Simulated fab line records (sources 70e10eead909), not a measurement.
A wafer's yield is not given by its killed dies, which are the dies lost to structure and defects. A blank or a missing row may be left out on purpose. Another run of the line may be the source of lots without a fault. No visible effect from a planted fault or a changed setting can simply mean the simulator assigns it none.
Comparing a struck lot with a sound one	flow nand_harc	41 out of 1302 route steps
Sound: the wafers L250.1, L250.4, L250.6. Wafers L261.1, L261.2, L261.6 were the ones struck. The cause is named last.
At each step with rows: each side's tool, then ch and its chambers, then its first start. Under that, the readings that differ: sound wafers	struck wafers	difference of the means	sigmas: that difference in standard deviations of wafers without a fault.
alike: a reading whose means differ by less than 2 such deviations, as well as words and numbers matching on both sides. not compared: withheld readings; readings where some wafer has no value; bounds like >300 that might hide an equal value; numbers whose values overlap and for which the record gives no deviation.
A row with sigmas, a row that says differs or no value, or rows on one side alone: a step with any of these is where the two part. Numbers that don't overlap but have no deviation are shown without sigmas and don't part them. Lack of a reading on every wafer of one side parts them only where that side has two or more wafers.

first, 1 step without rows for these wafers: NHARC_A_CHANNEL_HOLE_D1_SRD_29.
NHARC_A_CHANNEL_HOLE_D1_CD_MEAS_30:
  struck on cd_sem-03, day 12 23:43; sound on cd_sem-03, day 8 22:45
  alike: cd_nm
after that, 1 step had no rows for these wafers: NHARC_A_CHANNEL_HOLE_D1_XSEM_31.
NHARC_A_CHANNEL_HOLE_D1_INSPECT_40:
  struck on defect_inspect-01, day 12 23:54; sound on defect_inspect-01, day 8 22:56
  alike: raw_defect_count
then, 4 steps without rows for these wafers: NHARC_A_CHANNEL_FILL_D1_PRECLEAN_00 (cleans in SC1); NHARC_A_CHANNEL_FILL_D1_SRD_01; NHARC_A_CHANNEL_FILL_D1_ALD_02 (deposits SiO2, target thk 6 nm, pulse time 10 s, ald cycles 60); NHARC_A_CHANNEL_FILL_D1_ALD_03 (deposits SiNx, target thk 6 nm, pulse time 60 s, ald cycles 58).
NHARC_A_CHANNEL_FILL_D1_ALD_14: deposits SiO2, target thk 2.5 nm, pulse time 10 s, ald cycles 25.
  sound on ald_hk-04 ch 1,2,3, day 9 06:07; struck on ald_hk-01 ch 2,3, day 13 07:34
  alike: heater_power_w, precursor_pulse_height_rel
then, 3 steps without rows for these wafers: NHARC_A_CHANNEL_FILL_D1_ALD_15 (deposits SiNx, target thk 2 nm, pulse time 60 s, ald cycles 19); NHARC_A_CHANNEL_FILL_D1_ALD_16 (deposits SiO2, target thk 1.5 nm, pulse time 10 s, ald cycles 15); NHARC_A_CHANNEL_FILL_D1_ANNEAL_17 (time 1800 s).
NHARC_A_CHANNEL_FILL_D1_CVD_18: deposits poly-Si, target thk 3 nm.
  sound on lpcvd_poly-03 ch 0, day 10 02:03; struck on lpcvd_poly-02 ch 0, day 13 22:27
reading	sound	struck	difference	sigmas
spike_tc_bottom_C (C)	568.7 567.9 568.9	585.2 586.4 587.2	+17.8	+8
spike_tc_centre_C (C)	551.5 551.1 551.7	562.3 563.6 562.6	+11.4	+9
spike_tc_lower_C (C)	549.4 548.8 550.6	565.1 566.1 566.2	+16.2	+10
spike_tc_top_C (C)	569.2 569.9 572.5	581.6 580.9 580.0	+10.3	+5
spike_tc_upper_C (C)	550.2 548.5 550.4	562.2 560.9 563.0	+12.3	+10
tube_center_temp_C (C)	550.05 550.01 549.97	563.59 563.55 563.51	+13.54	+99 or more
NHARC_A_CHANNEL_FILL_D1_ETCHBACK_19: etches the open film in HBr/Cl2, target depth 5 nm, time 1.7 s.
  sound on rie_si-03 ch 0,1,2, day 10 04:07; struck on rie_si-06 ch 0,2,3, day 14 00:32
  alike: drypump_motor_current_A, oes_product_au, throttle_valve_pct
  not compared: rf_hours_counter_h
then, 6 steps without rows for these wafers: NHARC_A_CHANNEL_FILL_D1_ETCHBACK_20 (etches the open film in C4F8/O2/Ar, target depth 27 nm, time 13.5 s); NHARC_A_CHANNEL_FILL_D1_STRIP_28 (strips in O2, time 20 s); NHARC_A_CHANNEL_FILL_D1_PRECLEAN_21 (cleans in dHF, time 30 s); NHARC_A_CHANNEL_FILL_D1_SRD_23; NHARC_A_CHANNEL_FILL_D1_CVD_05 (deposits poly-Si, target thk 5 nm); NHARC_A_CHANNEL_FILL_D1_ANNEAL_22 (time 7200 s).
NHARC_A_CHANNEL_FILL_D1_ALD_25: deposits SiOx, target thk 60 nm, pulse time 10 s, ald cycles 600.
  sound on ald_hk-04 ch 1,3, day 10 17:36; struck on ald_hk-02 ch 0,1,3, day 14 12:59
  alike: heater_power_w, precursor_pulse_height_rel
then, 5 steps without rows for these wafers: NHARC_A_CHANNEL_FILL_D1_ETCHBACK_08 (etches the open film in C4F8, target depth 220 nm, time 110 s); NHARC_A_CHANNEL_FILL_D1_STRIP_29 (strips in O2, time 20 s); NHARC_A_CHANNEL_FILL_D1_PRECLEAN_30 (cleans in dHF, time 30 s); NHARC_A_CHANNEL_FILL_D1_SRD_31; NHARC_A_CHANNEL_FILL_D1_CVD_09 (deposits poly-Si, target thk 150 nm, time 3000 s).
NHARC_A_CHANNEL_FILL_D1_CMP_10: polishes, target thk 150 nm.
  sound on cmp-04 ch 1,3, day 11 05:02; struck on cmp-04 ch 0,2, day 14 22:25
  alike: motor_current_A, retaining_ring_pressure_frac, slurry_filter_dp_kPa, slurry_flow_ml_min, time_to_endpoint_s
after that, 1 step had no rows for these wafers: NHARC_A_CHANNEL_FILL_D1_SRD_12.
NHARC_A_CHANNEL_FILL_D1_INSPECT_13:
  struck on defect_inspect-02, day 14 22:48; sound on defect_inspect-02, day 11 05:25
  alike: raw_defect_count
NHARC_A_DECK1_JOINT_ETCHBACK_07: etches the open film in HBr, target depth 105 nm, time 26.9 s.
  sound on rie_si-02 ch 0,1,3, day 11 05:31; struck on rie_si-01 ch 0,2,3, day 14 22:53
  alike: drypump_motor_current_A, oes_product_au, throttle_valve_pct
  not compared: rf_hours_counter_h
then, 9 steps without rows for these wafers: NHARC_A_DECK1_JOINT_ETCH_25 (etches SiO2 in dHF, target depth 0.5 nm); NHARC_A_DECK1_JOINT_ETCH_19 (etches poly-Si in TMAH, target depth 3 nm); NHARC_A_DECK1_JOINT_ETCH_18 (etches SiO2 in dHF, target depth 3 nm); NHARC_A_DECK1_JOINT_WET_08 (chemistry H3PO4, time 86 s); NHARC_A_DECK1_JOINT_ETCH_09 (etches SiO2 in dHF, target depth 5 nm); NHARC_A_DECK1_JOINT_WET_10 (chemistry H3PO4, time 86 s); NHARC_A_DECK1_JOINT_ETCH_11 (etches SiO2 in dHF, target depth 35 nm); NHARC_A_DECK1_JOINT_CVD_12 (deposits poly-Si, target thk 90 nm, time 1800 s); NHARC_A_DECK1_JOINT_CMP_13 (polishes, target thk 51.023 nm).
-- jump in the record: it breaks off in module A_DECK1_JOINT and resumes in module END (first step shown: number 1301 of the route), and 14 days separate the struck wafers' starts before and after --
NHARC_END_WLT_00:
  struck on prober-01, day 28 21:54; sound on prober-01, day 25 01:38
reading	sound	struck	difference	sigmas
VT_DECK1_BOTTOM	0.867 0.869 0.869	0.923 0.919 0.920	+0.052	+8
VT_DECK1_BOTTOM_INNER	0.855 0.869 0.868	0.916 0.918 0.929	+0.057	+9
VT_DECK1_MEDIAN_NEAR_BOTTOM	0.868 0.872 0.869	0.930 0.909 0.921	+0.050	+7
VT_DECK1_MEDIAN_NEAR_BOTTOM_INNER	0.869 0.873 0.868	0.924 0.918 0.922	+0.051	+8
VT_DECK1_MIDDLE	0.881 0.892 0.889	0.943 0.948 0.941	+0.057	+10
VT_DECK1_MIDDLE_INNER	0.891 0.888 0.880	0.940 0.940 0.950	+0.057	+9
VT_DECK1_TOP	0.899 0.899 0.898	0.959 0.963 0.955	+0.060	+9
VT_DECK1_TOP_INNER	0.893 0.904 0.907	0.956 0.958 0.961	+0.057	+9
  alike: VT_DECK2_BOTTOM, VT_DECK2_BOTTOM_INNER, VT_DECK2_MEDIAN_NEAR_BOTTOM, VT_DECK2_MEDIAN_NEAR_BOTTOM_INNER, VT_DECK2_MIDDLE, VT_DECK2_MIDDLE_INNER, VT_DECK2_TOP, VT_DECK2_TOP_INNER
  not compared: hold
NHARC_END_SORT_01:
  sound on prober-01 ch 0, day 25 04:37; struck on prober-01 ch 0, day 29 02:58
reading	sound	struck	difference	sigmas
hold	- - -	await_dispo/2.0h/release await_dispo/2.0h/release await_dispo/2.0h/release	no value on the sound wafers	
killed_at_periphery	2 0 3	5 10 6	+5	+2
  alike: killed_at_array, killed_at_other, killed_dies, killed_open, killed_short

== WHERE THEY PART ==
At NHARC_A_CHANNEL_FILL_D1_CVD_18 first; at NHARC_END_SORT_01 last (within this record only).

WHY: what the simulator had put in
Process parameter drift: lpcvd_poly-02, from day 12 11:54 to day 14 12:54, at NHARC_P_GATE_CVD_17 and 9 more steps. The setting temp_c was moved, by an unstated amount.
